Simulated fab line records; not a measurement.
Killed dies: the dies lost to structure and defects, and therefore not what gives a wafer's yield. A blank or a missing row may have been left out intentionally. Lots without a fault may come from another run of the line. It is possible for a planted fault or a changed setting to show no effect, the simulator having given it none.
Comparing a struck lot with a sound one | flow nand-harc | 15 steps out of a route of 1302
Sound: these wafers, L823.1, L823.4, L823.6. Struck: wafers L828.1, L828.2, L828.5. Last of all comes the cause.
Each step with rows lists, per side, the tool, then ch with its chambers, then its first start. Under that, the readings that differ: sound wafers | struck wafers | difference of the means | sigmas: that difference in standard deviations of wafers without a fault.
alike: a reading whose means differ by less than 2 such deviations, as well as words and numbers matching on both sides. not compared: withheld readings; readings where some wafer has no value; bounds like >300 that might hide an equal value; numbers whose values overlap and for which the record gives no deviation.
Wherever a step has rows on one side only, a row that says differs or no value, or a row with sigmas, the two part there. Non-overlapping numbers with no deviation appear without sigmas and do not part them. A reading that every wafer of one side lacks parts them only if that side has two wafers or more.

first, 1 step without rows for these wafers: NHARC_A_CHANNEL_HOLE_D2_ETCH_44 (etches the open film in CF4/O2, target depth 140 nm, overetch 14 nm, time 77 s).
NHARC_A_CHANNEL_HOLE_D2_STRIP_28: strips in O2.
  sound on rie-diel-04 ch 0,1,3; struck on rie-diel-01 ch 1,2
  reading                         | sound          | struck         | difference | sigmas
  showerhead-plenum-p-Torr (Torr) | 3.72 3.71 3.67 | 3.40 3.49 3.40 | -0.27      | -2
  alike: drypump-motor-current-A, oes-product-au, rf-vpp-V, throttle-valve-pct
  not compared: rf-hours-counter-h
then, 2 steps without rows for these wafers: NHARC_A_CHANNEL_HOLE_D2_PRECLEAN_29 (cleans in SC1); NHARC_A_CHANNEL_HOLE_D2_SRD_30.
NHARC_A_CHANNEL_HOLE_D2_CD_MEAS_31:
  sound on cd-sem-03 at day 13 22:08; struck on cd-sem-01 at day 16 00:51
  reading    | sound          | struck         | difference | sigmas
  cd-nm (nm) | 91.5 90.6 92.5 | 87.2 88.3 88.3 | -3.6       | -3
NHARC_A_CHANNEL_HOLE_D2_XSEM_32:
  sound on xsem-02 ch 0, day 13 22:13; struck on xsem-01 ch 0, day 16 00:56
  reading     | sound          | struck         | difference | sigmas
  bow-nm (nm) | 8.45 8.44 8.41 | 8.79 8.89 8.89 | +0.42      | +2
  alike: bot-cd-nm, tilt-deg
NHARC_A_CHANNEL_HOLE_D2_INSPECT_40:
  sound on defect-inspect-02 at day 13 22:19; struck on defect-inspect-01 at day 16 01:02
  reading          | sound       | struck      | difference | sigmas
  raw-defect-count | 324 240 288 | 128 166 108 | -150       | -2
then, 2 steps without rows for these wafers: NHARC_A_CHANNEL_FILL_D2_PRECLEAN_00 (cleans in SC1); NHARC_A_CHANNEL_FILL_D2_SRD_01.
NHARC_A_CHANNEL_FILL_D2_ALD_02: deposits SiO2, target thk 6 nm, pulse time 10 s, ald cycles 60.
  sound on ald-hk-03 ch 0,1,2, day 13 22:35; struck on ald-hk-03 ch 0,1, day 16 01:14
  alike: heater-power-w, precursor-pulse-height-rel, susceptor-temp-C
NHARC_A_CHANNEL_FILL_D2_ALD_03: deposits SiNx, target thk 6 nm, pulse time 60 s, ald cycles 58.
  sound on ald-sin-batch-01 ch 0; struck on ald-sin-batch-01 ch 0
  reading              | sound             | struck | difference                    | sigmas
  susceptor-temp-C (C) | 629.9 629.9 629.9 | - - -  | no value on the struck wafers |
  alike: precursor-pulse-height-rel
then, 1 step without rows for these wafers: NHARC_A_CHANNEL_FILL_D2_ALD_14 (deposits SiO2, target thk 2.5 nm, pulse time 10 s, ald cycles 25).
NHARC_A_CHANNEL_FILL_D2_ALD_15: deposits SiNx, target thk 2 nm, pulse time 60 s, ald cycles 19.
  sound on ald-sin-batch-02 ch 0, day 14 06:09; struck on ald-sin-batch-02 ch 0, day 16 11:17
  reading              | sound | struck               | difference                   | sigmas
  susceptor-temp-C (C) | - - - | 645.95 646.05 646.35 | no value on the sound wafers |
  alike: precursor-pulse-height-rel
NHARC_A_CHANNEL_FILL_D2_ALD_16: deposits SiO2, target thk 1.5 nm, pulse time 10 s, ald cycles 15.
  sound on ald-hk-04 ch 0,1, day 14 08:13; struck on ald-hk-03 ch 0,2,3, day 16 13:23
  alike: heater-power-w, precursor-pulse-height-rel, susceptor-temp-C
-- break in the record here, with 10 days between the starts of the struck wafers on either side (left off in module A_CHANNEL_FILL_D2, picked up again in module END, where the first step shown is number 1302 on the route) --
NHARC_END_SORT_01:
  only the struck wafers appear in the record here, on prober-02 ch 0 at day 26 21:06; the sound ones have no rows

WHERE THEY PART
At NHARC_A_CHANNEL_HOLE_D2_STRIP_28 first; at NHARC_END_SORT_01 last (within this record only).

WHY: what the simulator had put in
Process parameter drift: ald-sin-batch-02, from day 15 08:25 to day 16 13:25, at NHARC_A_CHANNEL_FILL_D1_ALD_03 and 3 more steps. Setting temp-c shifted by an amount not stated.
